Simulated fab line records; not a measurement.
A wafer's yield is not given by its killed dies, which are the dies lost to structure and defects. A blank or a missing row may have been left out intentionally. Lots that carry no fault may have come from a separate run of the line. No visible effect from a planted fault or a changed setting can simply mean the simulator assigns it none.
Which of the tools did it?    flow n5-finfet    32 wafers from 11 lots sampled at 4 of the route's 1938 steps

## WHAT THE GAUGES READ, wafer by wafer
The record holds no reading of a measuring or inspecting step that can be judged against a usual standard deviation.

## TOOL THAT RAN EACH LOT (tool first, then ch and the chambers of the sampled wafers, then the start)
lot   N5_BEOL_M7_STRIP_80                            N5_BEOL_M7_DEGAS_44           N5_BEOL_M7_DEP_56                N5_BEOL_M8_COAT_59
L702  rie-diel-01 ch 1,2,3, day 9 02:23 or earlier   pvd-sputter-03, day 9 02:23   pecvd-04 ch 0,1,2, day 9 05:31   litho-track-04 ch 0, day 9 08:06
L705  rie-diel-06 ch 0,1,2, day 9 15:53 or earlier   pvd-sputter-01, day 9 15:53   pecvd-01 ch 0,1, day 9 18:11     litho-track-02 ch 0, day 9 20:38
L704  rie-diel-02 ch 2,3, day 9 17:08 or earlier     pvd-sputter-03, day 9 17:08   pecvd-01 ch 0,2, day 9 18:34     litho-track-02 ch 0, day 9 20:32
L706  rie-diel-02 ch 0,2,3, day 10 00:34 or earlier  pvd-sputter-03, day 10 00:34  pecvd-02 ch 0,1,2, day 10 02:40  litho-track-01 ch 0, day 10 06:20
L708  rie-diel-02 ch 0,2,3, day 10 20:50 or earlier  pvd-sputter-03, day 10 20:50  pecvd-04 ch 1,2, day 10 22:21    litho-track-04 ch 0, day 11 01:06
L709  rie-diel-01 ch 0,1, day 10 20:55 or earlier    pvd-sputter-03, day 10 20:55  pecvd-04 ch 1,2, day 10 22:47    litho-track-04 ch 0, day 11 01:27
L707  rie-diel-01 ch 0,1, day 11 00:18 or earlier    pvd-sputter-01, day 11 00:18  pecvd-04 ch 0,2, day 11 01:57    litho-track-04 ch 0, day 11 04:28
L717  rie-diel-02 ch 1,2,3, day 12 16:12 or earlier  pvd-sputter-03, day 12 16:12  pecvd-01 ch 0,1,2, day 12 18:01  litho-track-02 ch 0, day 12 20:37
L716  rie-diel-02 ch 2,3, day 12 20:47 or earlier    pvd-sputter-03, day 12 20:47  pecvd-02 ch 1,2, day 12 22:56    litho-track-02 ch 0, day 13 01:22
L718  rie-diel-02 ch 0,1,2, day 13 10:32 or earlier  pvd-sputter-02, day 13 10:32  pecvd-02 ch 0,2, day 13 12:05    litho-track-02 ch 0, day 13 15:06
L724  rie-diel-02 ch 0,1,3, day 15 01:45 or earlier  pvd-sputter-01, day 15 01:45  pecvd-04 ch 1,2, day 15 03:25    litho-track-01 ch 0, day 15 05:10
- N5_BEOL_M7_STRIP_80: strips in N2/H2, time 10 s.
- N5_BEOL_M7_DEGAS_44: time 60 s.
- N5_BEOL_M7_DEP_56: deposits SiCN from 3MS/NH3, target thk 10 nm, time 17.5 s.
- N5_BEOL_M8_COAT_59: time 60 s, resist thk 100 nm.

## AS READ BY THE TOOLS THEMSELVES (means over the sampled wafers that have a number; for cases with no such wafer, the mark the record gives instead)
N5_BEOL_M7_STRIP_80. Usual: drypump-motor-current-A 5.5 A, standard deviation 0.52; oes-product-au 0.76 a.u., standard deviation 0.068; rf-vpp-V 59.1 V, standard deviation 0.87; showerhead-plenum-p-Torr 2.51 Torr, standard deviation 0.11; throttle-valve-pct 23.60 %, standard deviation 0.16.
lot   tool         drypump-motor-current-A (A)  oes-product-au (a.u.)  rf-vpp-V (V)  showerhead-plenum-p-Torr (Torr)  throttle-valve-pct (%)  flag
L702  rie-diel-01  5.6                          0.71                   59.4          2.55                             23.74                   
L705  rie-diel-06  5.1                          0.75                   59.5          2.46                             23.76                   
L704  rie-diel-02  5.6                          0.76                   58.0          2.50                             23.56                   
L706  rie-diel-02  5.4                          0.79                   59.7          2.55                             23.55                   
L708  rie-diel-02  5.4                          0.78                   60.3          2.55                             23.56                   
L709  rie-diel-01  5.2                          0.74                   58.7          2.43                             23.60                   
L707  rie-diel-01  5.2                          0.74                   59.5          2.43                             23.58                   
L717  rie-diel-02  5.8                          0.74                   59.5          2.46                             23.59                   
L716  rie-diel-02  5.5                          0.74                   58.3          2.47                             23.61                   
L718  rie-diel-02  5.5                          0.76                   58.9          2.50                             23.59                   
L724  rie-diel-02  5.8                          0.76                   58.9          2.54                             23.56                   

N5_BEOL_M7_DEGAS_44. Usual: heater-power-w reads 338 W (standard deviation 36).
lot   tool            heater-power-w (W)  flag
L702  pvd-sputter-03  373                 
L705  pvd-sputter-01  314                 
L704  pvd-sputter-03  397                 
L706  pvd-sputter-03  366                 
L708  pvd-sputter-03  343                 
L709  pvd-sputter-03  331                 
L707  pvd-sputter-01  332                 
L717  pvd-sputter-03  372                 
L716  pvd-sputter-03  398                 
L718  pvd-sputter-02  341                 
L724  pvd-sputter-01  317                 

N5_BEOL_M7_DEP_56. Usual: showerhead-plenum-p-Torr 3.661 Torr, standard deviation 0.014; throttle-valve-pct 9.1 %, standard deviation 0.49.
lot   tool      showerhead-plenum-p-Torr (Torr)  throttle-valve-pct (%)  flag
L702  pecvd-04  3.661                            9.0                     
L705  pecvd-01  3.672                            9.4                     
L704  pecvd-01  3.659                            9.5                     
L706  pecvd-02  3.661                            9.1                     
L708  pecvd-04  3.646                            8.8                     
L709  pecvd-04  3.656                            8.7                     
L707  pecvd-04  3.668                            8.8                     
L717  pecvd-01  3.659                            9.4                     
L716  pecvd-02  3.644                            8.7                     
L718  pecvd-02  3.669                            9.5                     
L724  pecvd-04  3.654                            8.9                     

N5_BEOL_M8_COAT_59. Usual: spin-speed-rpm reads 1499.9 rpm (standard deviation 1.2).
lot   tool            spin-speed-rpm (rpm)  flag
L702  litho-track-04  1499.7                
L705  litho-track-02  1499.8                
L704  litho-track-02  1501.2                
L706  litho-track-01  1500.4                
L708  litho-track-04  1500.0                
L709  litho-track-04  1499.6                
L707  litho-track-04  1499.9                
L717  litho-track-02  1499.6                
L716  litho-track-02  1728.3                OFF
L718  litho-track-02  1728.8                OFF
L724  litho-track-01  1500.5                

## THE ANSWER, worked out from the rows above alone
Rule: a lot counts as off when the mean over its wafers that have a number is more than 3 standard deviations away from the usual mean. A lot without any number at a reading at which 4 lots or more have one is off too. Any other lot the step has rows for is counted as sound. Order of review: gauges by route order, followed by the tools' own readings, for which a lot's mean as printed above is used. The first step at which some lot is off is used, and at that step the reading that is off furthest; a lot without a number counts as furthest.
Off at N5_BEOL_M8_COAT_59 (spin-speed-rpm): L716, L718.
If a tool, at that step or one of the process steps before it, ran each lot that is off and ran no sound lot following the first of them, it fits. Because N5_BEOL_M7_STRIP_80 lacks a start for some lots, the hours and order of its lots are taken from N5_BEOL_M7_DEGAS_44. Can't be told from this: 2 tools fit, pecvd-02 at N5_BEOL_M7_DEP_56, litho-track-02 at N5_BEOL_M8_COAT_59.

## WHAT HAD BEEN PUT IN BY THE SIMULATOR
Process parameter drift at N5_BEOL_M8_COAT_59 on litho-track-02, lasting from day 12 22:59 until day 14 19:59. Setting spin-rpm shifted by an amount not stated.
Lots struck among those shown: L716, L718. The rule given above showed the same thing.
